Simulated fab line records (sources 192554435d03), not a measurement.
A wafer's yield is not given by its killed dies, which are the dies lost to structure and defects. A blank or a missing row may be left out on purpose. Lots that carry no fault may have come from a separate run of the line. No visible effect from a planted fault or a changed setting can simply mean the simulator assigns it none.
Comparing a struck lot with a sound one    flow n5Finfet    17 out of 1938 route steps
Sound: these wafers, L148.2, L148.5, L148.6. Struck: wafer L164.1. (L164.4, L164.6 of the same lot were not struck and are left out.) The cause comes at the end.
Each step with rows lists, per side, the tool, then ch with its chambers, then its first start. Under that, the readings that differ: sound wafers    struck wafers    difference of the means    sigmas: that difference in standard deviations of wafers without a fault.
alike: a reading whose means differ by less than 2 such deviations, as well as words and numbers matching on both sides. not compared: withheld readings; readings where some wafer has no value; bounds like >300 that might hide an equal value; numbers whose values overlap and for which the record gives no deviation.
Wherever a step has rows on one side only, a row that says differs or no value, or a row with sigmas, the two part there. Numbers that don't overlap but have no deviation are shown without sigmas and don't part them. A reading that every wafer of one side lacks parts them only if that side has two wafers or more.

first, 8 steps without rows for these wafers: N5_BEOL_M12_COAT_58 (time 60 s, resist thk 89 nm); N5_BEOL_M12_COAT_04 (resist thk 400 nm); N5_BEOL_M12_EBR_06; N5_BEOL_M12_SOFTBAKE_05 (time 60 s); N5_BEOL_M12_EXPOSE_07 (exposes mask V11); N5_BEOL_M12_PEB_08 (peb time 90 s); N5_BEOL_M12_DEVELOP_09 (develop time 45 s); N5_BEOL_M12_HARDBAKE_14 (time 120 s).
N5_BEOL_M12_CD_MEAS_10: target cd 140 nm.
  sound on cdSem-03 ch 0, day 10 11:50; struck on cdSem-01 ch 0, day 14 20:52
  alike: cdNm
N5_BEOL_M12_OVL_MEAS_11:
  sound on overlay-01 ch 0, day 10 11:52; struck on overlay-02 ch 0, day 14 20:54
  alike: V11_OVL
N5_BEOL_M12_INSPECT_12: inspects for defects (macro).
  struck on defectInspect-02, day 14 20:56; sound on defectInspect-01, day 10 11:53
  alike: rawDefectCount
N5_BEOL_M12_DESCUM_15: chemistry O2, time 7.9 s.
  sound on rieDiel-06 ch 0,1, day 10 11:55; struck on rieDiel-06 ch 3, day 14 20:58
reading                       sound           struck  difference  sigmas
showerheadPlenumPTorr (Torr)  2.23 2.13 2.23  2.04    -0.16       -2
  alike: drypumpMotorCurrentA, oesProductAu, rfVppV, throttleValvePct
  not compared: rfHoursCounterH
N5_BEOL_M12_ETCH_59: etches BARC in N2/H2, target depth 89 nm, overetch 26.7 nm, time 67.9 s.
  sound on rieDiel-06 ch 0,1, day 10 11:58; struck on rieDiel-06 ch 3, day 14 20:59
reading                                    sound              struck  difference  sigmas
drypumpMotorCurrentA (A)                   6.4 5.2 6.4        5.1     -0.9        -2
rfVppV (V)                                 527.3 525.5 528.6  521.7   -5.4        -2
showerheadPlenumPTorr (Torr)               2.70 2.61 2.71     2.46    -0.21       -2
model.coat_of_BEOL_M12_COAT_04.thkNm (nm)  315.8 317.8 315.2  294.4   -21.9       
  alike: oesProductAu, throttleValvePct
  not compared: rfHoursCounterH
N5_BEOL_M12_VIA_ETCH_16: etches SiOC in C4F8/O2/Ar, target depth 724.8 nm.
  sound on rieDiel-06 ch 0,1, day 10 12:01; struck on rieDiel-06 ch 3, day 14 21:03
reading                                    sound              struck  difference  sigmas
drypumpMotorCurrentA (A)                   6.3 5.2 6.4        5.0     -1.0        -2
showerheadPlenumPTorr (Torr)               3.58 3.53 3.58     3.30    -0.26       -3
model.coat_of_BEOL_M12_COAT_04.thkNm (nm)  125.6 119.4 119.8  99.4    -22.2       
  alike: heOuterTorr, oesProductAu, rfVppV, throttleValvePct
N5_BEOL_M12_STRIP_63: strips in N2/H2.
  sound on plasmaAsher-02 ch 0,1, day 10 12:13; struck on plasmaAsher-01 ch 0, day 14 21:15
reading                   sound              struck  difference  sigmas
heaterPowerW (W)          290 301 303        387     +89         +2
oesProductAu (a.u.)       0.692 0.694 0.694  0.682   -0.011      -3
stripTimeToEndpointS (s)  43.2 41.5 41.6     36.0    -6.1        -6
  alike: drypumpMotorCurrentA
  not compared: rfHoursCounterH
N5_BEOL_M12_STRIP_64: strips in N2/H2.
  sound on plasmaAsher-02 ch 0,1, day 10 12:16; struck on plasmaAsher-01 ch 0, day 14 21:19
reading           sound        struck  difference  sigmas
heaterPowerW (W)  298 294 308  390     +90         +2
  alike: drypumpMotorCurrentA, oesProductAu, stripTimeToEndpointS
  not compared: rfHoursCounterH
N5_PASSIVATION_PROBE_49:
  struck on prober-01, day 16 11:30; sound on prober-01, day 12 07:43
  alike: defectLimitedYield, killed_at_M0_to_M3, killed_at_M4_up, killedAtContacts, killedAtFrontEnd, killedAtOther, killedDies, killedOpen, killedShort, sort_bin_5_function, sort_bin_6_memory, sortNPass, sortYieldPct

== WHERE THEY PART ==
Last at N5_BEOL_M12_STRIP_64 as far as this record goes, first at N5_BEOL_M12_DESCUM_15. Later steps at which nothing parts them and some readings are alike: N5_PASSIVATION_PROBE_49.

WHY: whatever the simulator had introduced
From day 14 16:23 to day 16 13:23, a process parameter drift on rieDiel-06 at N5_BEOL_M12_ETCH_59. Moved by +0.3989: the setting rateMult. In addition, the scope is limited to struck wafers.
